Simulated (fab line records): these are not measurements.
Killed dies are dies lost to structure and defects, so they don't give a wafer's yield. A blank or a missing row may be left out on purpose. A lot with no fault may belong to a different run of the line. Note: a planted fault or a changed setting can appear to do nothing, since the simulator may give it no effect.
A lot that was struck, set against a sound lot -- flow nand harc -- 19 steps out of a route of 1159
Sound: the wafers L304.2, L304.3, L304.6. Wafers struck: L320.3, L320.5. The cause comes at the end.
Each step with rows lists, per side, the tool, then ch with its chambers, then its first start. Under that, the readings that differ: sound wafers -- struck wafers -- difference of the means -- sigmas: that difference in standard deviations of wafers without a fault.
alike: readings whose means differ by less than 2 such deviations, and words and numbers that are the same on both sides. not compared: withheld readings, readings that some wafer has no value for, bounds like >300 that may hide the same value, and numbers for which the record gives no deviation and whose values overlap.
The two part at a step that has a row with sigmas, a row that says differs or no value, or rows on one side only. Non-overlapping numbers with no deviation appear without sigmas and do not part them. Lack of a reading on every wafer of one side parts them only where that side has two or more wafers.

first, 4 steps without rows for these wafers: NHARC_A_BONDPAD_HARDBAKE_10 (time 65 s); NHARC_A_BONDPAD_DESCUM_11 (chemistry O2, time 3 s); NHARC_A_BONDPAD_ETCH_34 (etches the open film in N2/H2, target depth 60 nm, overetch 18 nm, time 65.91 s); NHARC_A_BONDPAD_ETCH_12 (etches the open film in CHF3/O2, target depth 220 nm, time 110 s).
NHARC_A_BONDPAD_CD_MEAS_13:
  sound on cd sem-01 at day 18 05:58; struck on cd sem-01 at day 22 14:49
  alike: cd nm
then, 1 step without rows for these wafers: NHARC_A_BONDPAD_STRIP_15 (strips in O2).
NHARC_A_BONDPAD_ETCH_24: etches the open film in CF4/N2, target depth 30 nm, time 72.99 s.
  sound: rie diel-06 ch 0,2,3; struck: rie diel-03 ch 0,1
reading,sound,struck,difference,sigmas
oes product au (a.u.),0.994 0.997 1.010,0.981 0.980,-0.020,-2
  alike: cf4 flow sccm, drypump motor current A, n2 flow sccm, rf vpp V, showerhead plenum p Torr, throttle valve pct
  not compared: rf hours counter h
then, 1 step without rows for these wafers: NHARC_A_BONDPAD_STRIP_16 (strips in post etch residue remover, time 600 s).
NHARC_A_BONDPAD_DEGAS_25: time 60 s.
  sound on pvd sputter-02 at day 18 06:35; struck on pvd sputter-02 at day 22 15:28
  alike: heater power w
NHARC_A_BONDPAD_PRE_CLEAN_26: time 30 s.
  sound on pvd sputter-02; struck on pvd sputter-02
  alike: heater power w
then, 2 steps without rows for these wafers: NHARC_A_BONDPAD_PVD_17 (deposits TaN, target thk 5 nm, time 8.06 s); NHARC_A_BONDPAD_PVD_27 (deposits Cu, target thk 30 nm, time 20.49 s).
NHARC_A_BONDPAD_ECD_18: material Cu, target thk 400 nm.
  sound on ecd cu-02 ch 0,1, day 18 06:59; struck on ecd cu-01 ch 0, day 22 15:55
NHARC_A_BONDPAD_ANNEAL_28: time 90 s.
  sound on rtp anneal-02 ch 0, day 18 07:22; struck on rtp anneal-01 ch 0, day 22 16:19
reading,sound,struck,difference,sigmas
wafer_temp_C_max,225.79 225.71 225.63,226.43 226.09,+0.55,+2
then, 1 step without rows for these wafers: NHARC_A_BONDPAD_CMP_19 (polishes, t overpolish 30 s, cu recess touch 16 s, target thk 169.8 nm).
NHARC_A_BONDPAD_THK_MEAS_20: measures by xrf.
  sound on film metro-01 at day 18 08:00; struck on film metro-01 at day 22 16:53
  alike: thk nm
then, 1 step without rows for these wafers: NHARC_A_BONDPAD_SRD_21 (time 30 s, dry time 20 s).
NHARC_HYBRID_BOND_ACTIVATE_00: chemistry N2, time 60 s.
  sound on rie diel-08 ch 1,3, day 18 08:17; struck on rie diel-08 ch 0,3, day 22 21:03
reading,sound,struck,difference,sigmas
hold,- - -,await dispo/3.7h/release await dispo/3.7h/release,no value on the sound wafers,
rf vpp V (V),62.5 64.3 62.6,66.2 64.2,+2.1,+2
  alike: drypump motor current A, n2 flow sccm, oes product au, showerhead plenum p Torr
  not compared: rf hours counter h
-- jump in the record: it breaks off in module HYBRID_BOND and resumes in module END (first step shown: number 1159 of the route), and 3 days separate the struck wafers' starts before and after --
NHARC_END_SORT_01:
  the record has rows for the struck wafers here (prober-01 ch 0, day 25 16:53) and none for the sound ones

## WHERE THEY PART
Earliest at NHARC_A_BONDPAD_ETCH_24; latest, in this record, at NHARC_END_SORT_01.

WHY: the cause the simulator had injected
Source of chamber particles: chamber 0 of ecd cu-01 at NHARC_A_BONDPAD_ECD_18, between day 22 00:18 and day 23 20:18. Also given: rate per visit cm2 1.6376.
